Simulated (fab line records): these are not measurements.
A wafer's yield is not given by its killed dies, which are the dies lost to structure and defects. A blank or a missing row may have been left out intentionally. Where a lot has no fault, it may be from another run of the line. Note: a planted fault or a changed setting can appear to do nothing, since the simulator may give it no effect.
Which tool was responsible? || flow n5Finfet || Sampling: 11 lots, 33 wafers, 2 of 1938 route steps

## WHAT EACH GAUGE READ, for each wafer
N5_BEOL_M1_INSPECT_13: inspects for defects (brightfield).
{"lot": "L076", "measured": "day 6 16:00", "on": "defectInspect-02", "rawDefectCount": "475 448 599"}
{"lot": "L079", "measured": "day 7 05:55", "on": "defectInspect-01", "rawDefectCount": "335 425 304"}
{"lot": "L080", "measured": "day 7 08:50", "on": "defectInspect-02", "rawDefectCount": "603 570 550"}
{"lot": "L082", "measured": "day 7 23:22", "on": "defectInspect-02", "rawDefectCount": "432 401 461"}
{"lot": "L085", "measured": "day 8 20:04", "on": "defectInspect-01", "rawDefectCount": "302 320 288"}
{"lot": "L087", "measured": "day 9 07:39", "on": "defectInspect-02", "rawDefectCount": "372 378 400"}
{"lot": "L089", "measured": "day 10 00:55", "on": "defectInspect-02", "rawDefectCount": "406 310 369"}
{"lot": "L090", "measured": "day 10 07:58", "on": "defectInspect-01", "rawDefectCount": "525 381 337"}
{"lot": "L093", "measured": "day 10 17:08", "on": "defectInspect-01", "rawDefectCount": "388 378 345"}
{"lot": "L095", "measured": "day 11 10:18", "on": "defectInspect-01", "rawDefectCount": "389 384 383"}
{"lot": "L097", "measured": "day 11 20:52", "on": "defectInspect-02", "rawDefectCount": "298 547 462"}

## EACH LOT AND THE TOOL THAT RAN IT (in order: tool; ch and the chambers of the sampled wafers; start)
{"lot": "L076", "N5_BEOL_M1_HM_DEP_02": "pvdSputter-02, day 6 15:31"}
{"lot": "L079", "N5_BEOL_M1_HM_DEP_02": "pvdSputter-02, day 7 05:19"}
{"lot": "L080", "N5_BEOL_M1_HM_DEP_02": "pvdSputter-01, day 7 08:14"}
{"lot": "L082", "N5_BEOL_M1_HM_DEP_02": "pvdSputter-02, day 7 22:54"}
{"lot": "L085", "N5_BEOL_M1_HM_DEP_02": "pvdSputter-02, day 8 19:27"}
{"lot": "L087", "N5_BEOL_M1_HM_DEP_02": "pvdSputter-01, day 9 07:07"}
{"lot": "L089", "N5_BEOL_M1_HM_DEP_02": "pvdSputter-03, day 10 00:26"}
{"lot": "L090", "N5_BEOL_M1_HM_DEP_02": "pvdSputter-03, day 10 07:22"}
{"lot": "L093", "N5_BEOL_M1_HM_DEP_02": "pvdSputter-03, day 10 16:39"}
{"lot": "L095", "N5_BEOL_M1_HM_DEP_02": "pvdSputter-01, day 11 09:50"}
{"lot": "L097", "N5_BEOL_M1_HM_DEP_02": "pvdSputter-03, day 11 20:23"}
- N5_BEOL_M1_HM_DEP_02: deposits TiN, target thk 20 nm.

## THE ANSWER, worked out from the rows above alone
Rule: the usual values come from the lots themselves. The widest of any qualifying gaps counts: lots, ordered by their means at a reading, are off when they make up no more than a third of the lots, leave a main group of 4 or more, and stand apart from it by 3 or more times the standard deviation of that group's means. If all means in a main group match to the digits the tables above print for the reading, that group is not used. Also off: a lot with no number at a reading for which 4 or more lots have one. All remaining lots with rows at the step are treated as sound.
No lot is off at any reading shown: from this, nothing can be told.

## WHAT THE SIMULATOR HAD PUT IN
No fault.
